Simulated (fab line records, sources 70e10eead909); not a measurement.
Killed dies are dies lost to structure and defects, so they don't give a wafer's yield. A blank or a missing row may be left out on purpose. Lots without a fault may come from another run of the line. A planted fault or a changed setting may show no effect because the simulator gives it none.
A struck lot beside a sound one | flow nand_harc | 14 steps out of a route of 1302
Sound: wafers L961.1, L961.3, L961.4. Struck: wafers L973.1, L973.2, L973.6. The cause comes at the end.
At each step with rows: each side's tool, then ch and its chambers, then its first start. Under that, the readings that differ: sound wafers | struck wafers | difference of the means | sigmas: that difference in standard deviations of wafers without a fault.
alike: readings whose means differ by less than 2 such deviations, and words and numbers that are the same on both sides. not compared: withheld readings, readings that some wafer has no value for, bounds like >300 that may hide the same value, and numbers for which the record gives no deviation and whose values overlap.
The two part at a step that has a row with sigmas, a row that says differs or no value, or rows on one side only. Numbers that don't overlap but have no deviation are shown without sigmas and don't part them. A reading that every wafer of one side lacks parts them only if that side has two wafers or more.

first, 9 steps without rows for these wafers: NHARC_A_STAIRCASE_DEHYDRATE_242 (time 120 s); NHARC_A_STAIRCASE_HMDS_243 (time 30 s); NHARC_A_STAIRCASE_COAT_244; NHARC_A_STAIRCASE_SOFTBAKE_245 (time 170 s); NHARC_A_STAIRCASE_EBR_246; NHARC_A_STAIRCASE_EXPOSE_247 (exposes mask SDS 1); NHARC_A_STAIRCASE_PEB_248 (peb time 130 s); NHARC_A_STAIRCASE_DEVELOP_249 (time 140 s); NHARC_A_STAIRCASE_HARDBAKE_251 (time 140 s).
NHARC_A_STAIRCASE_DESCUM_252: chemistry O2, time 3 s.
  sound on rie_diel-07 ch 1,2,3, day 17 08:00; struck on rie_diel-03 ch 1,2,3, day 22 06:56
  alike: drypump_motor_current_A, oes_product_au, rf_vpp_V, showerhead_plenum_p_Torr, throttle_valve_pct
  not compared: rf_hours_counter_h
NHARC_A_STAIRCASE_ETCH_253: etches the open film in C4F8/O2, target depth 50 nm, time 20.2 s.
  sound on rie_diel-07 ch 0,2,3, day 17 08:05; struck on rie_diel-03 ch 0,2,3, day 22 07:01
  alike: oes_product_au, rf_vpp_V
  not compared: rf_hours_counter_h
NHARC_A_STAIRCASE_STRIP_254: strips in O2.
  sound on plasma_asher-02 ch 0,1, day 17 08:13; struck on plasma_asher-02 ch 0,1, day 22 07:06
  no value came back on the struck wafers for drypump_motor_current_A (A), heater_power_w (W); on the sound wafers drypump_motor_current_A (A) reads 6.6 6.6 4.7
  not compared: rf_hours_counter_h
then, 1 step without rows for these wafers: NHARC_A_STAIRCASE_STRIP_255 (strips in SPM, time 900 s).
-- the record jumps here: 8 days lie between the struck wafers' starts before and after (it left off in module A_STAIRCASE and takes up again in module END, whose first step shown is number 1302 of the route) --
NHARC_END_SORT_01:
  the record has rows for the struck wafers here (prober-01 ch 0, day 30 09:11) and none for the sound ones

WHERE THEY PART
First at NHARC_A_STAIRCASE_STRIP_254; last, within this record, at NHARC_END_SORT_01.

WHY: what the simulator had put in
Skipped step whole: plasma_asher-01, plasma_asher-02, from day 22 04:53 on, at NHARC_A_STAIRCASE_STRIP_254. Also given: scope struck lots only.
